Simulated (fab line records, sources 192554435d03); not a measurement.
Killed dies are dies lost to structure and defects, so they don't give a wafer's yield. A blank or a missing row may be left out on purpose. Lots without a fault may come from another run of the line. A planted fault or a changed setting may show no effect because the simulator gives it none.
Chamber matching | flow n5_finfet | N5_BEOL_M3_CO_CAP_55 on cvd_co-01: 3 sister chambers
The step material Co, precursor CCTBA/H2, target thk 2 nm, time 102.1 s. 22 wafers are shown with their chamber, then 11 later ones without.

WAFERS WITH THEIR CHAMBER
wafer  | chamber | heater_power_w (W)
L074.2 | 1       | 273
L074.5 | 1       | 274
L074.6 | 0       | 224
L076.1 | 0       | 220
L076.4 | 1       | 282
L076.6 | 2       | 218
L077.1 | 1       | 274
L077.4 | 2       | 213
L077.5 | 0       | 222
L080.2 | 0       | 222
L080.4 | 2       | 216
L080.5 | 0       | 221
L079.2 | 2       | 208
L079.4 | 0       | 221
L079.6 | 1       | 271
L084.1 | 1       | 278
L084.2 | 0       | 224
L084.5 | 0       | 220
L083.1 | 1       | 273
L083.4 | 0       | 223
L083.5 | 2       | 209
L085.3 | 0       | 219

SIGNATURES (means of the wafers above)
reading        | chamber 0 | chamber 1 | chamber 2 | scatter within a chamber
heater_power_w | 221.60    | 275.00    | 212.80    | 3.12
Rule: a wafer's distance from a chamber is the root of the sum, over the readings, of the square of ((its reading less the chamber's mean) divided by the reading's scatter). The wafer belongs to the nearest chamber; if the next one is less than 2 further off, it can't be placed. The scatter: the root of (the sum of the squares of (reading less its chamber's mean) over the shown wafers, divided by (wafers less chambers)).

WAFERS WITHOUT THEIR CHAMBER
wafer  | heater_power_w (W)
L085.4 | 231
L085.5 | 276
L087.1 | 225
L087.4 | 226
L087.6 | 283
L090.2 | 270
L090.3 | 213
L090.6 | 224
L096.2 | 216
L096.3 | 278
L096.5 | 215

WHICH CHAMBER EACH WENT THROUGH
wafer  | from the rows above     | in truth
L085.4 | 0                       | 0
L085.5 | 1                       | 1
L087.1 | 0                       | 0
L087.4 | 0                       | 0
L087.6 | 1                       | 1
L090.2 | 1                       | 1
L090.3 | 2                       | 2
L090.6 | 0                       | 0
L096.2 | can't be placed: 2 or 0 | 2
L096.3 | 1                       | 1
L096.5 | can't be placed: 2 or 0 | 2
Placed correctly: 9 of 11. Can't be placed from these rows: 2 (the true chamber is among the candidates in 2). Placed wrongly: 0.
